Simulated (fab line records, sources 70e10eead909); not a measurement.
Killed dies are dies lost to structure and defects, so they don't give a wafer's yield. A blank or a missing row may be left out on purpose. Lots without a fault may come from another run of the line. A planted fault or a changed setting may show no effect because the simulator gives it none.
Chamber matching | flow nand_harc | NHARC_A_CONTACT_DEP_58 on pecvd-04: 3 sister chambers
The step deposits SiON, target thk 90 nm. 6 wafers are shown with their chamber, then 11 later ones without.

WAFERS WITH THEIR CHAMBER
wafer  | chamber | heater_power_w (W)
L083.1 | 1       | 787
L084.2 | 0       | 745
L084.6 | 0       | 711
L086.4 | 1       | 751
L086.6 | 2       | 924
L088.2 | 2       | 992

WAFERS WITHOUT THEIR CHAMBER
wafer  | heater_power_w (W)
L088.4 | 691
L088.5 | 1013
L090.3 | 819
L090.4 | 1074
L090.6 | 699
L093.2 | 761
L093.5 | 1073
L093.6 | 677
L095.2 | 791
L095.4 | 804
L095.6 | 914

WHICH CHAMBER EACH WENT THROUGH
wafer  | from the rows above     | in truth
L088.4 | can't be placed: 0 or 1 | 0
L088.5 | 2                       | 2
L090.3 | can't be placed: 1 or 0 | 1
L090.4 | 2                       | 2
L090.6 | can't be placed: 0 or 1 | 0
L093.2 | can't be placed: 1 or 0 | 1
L093.5 | 2                       | 2
L093.6 | can't be placed: 0 or 1 | 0
L095.2 | can't be placed: 1 or 0 | 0
L095.4 | can't be placed: 1 or 0 | 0
L095.6 | 2                       | 2
Placed correctly: 4 of 11. Can't be placed from these rows: 7 (the true chamber is among the candidates in 7). Placed wrongly: 0.
How it was worked out, from the rows above alone: a wafer's distance from a chamber is the root of the sum, over the readings, of the square of ((its reading less the chamber's mean) divided by the reading's scatter). The wafer belongs to the nearest chamber; if the next one is less than 2 further off, it can't be placed. A chamber's mean is the mean of its shown wafers. The scatter: the root of (the sum of the squares of (reading less its chamber's mean) over the shown wafers, divided by (wafers less chambers)).
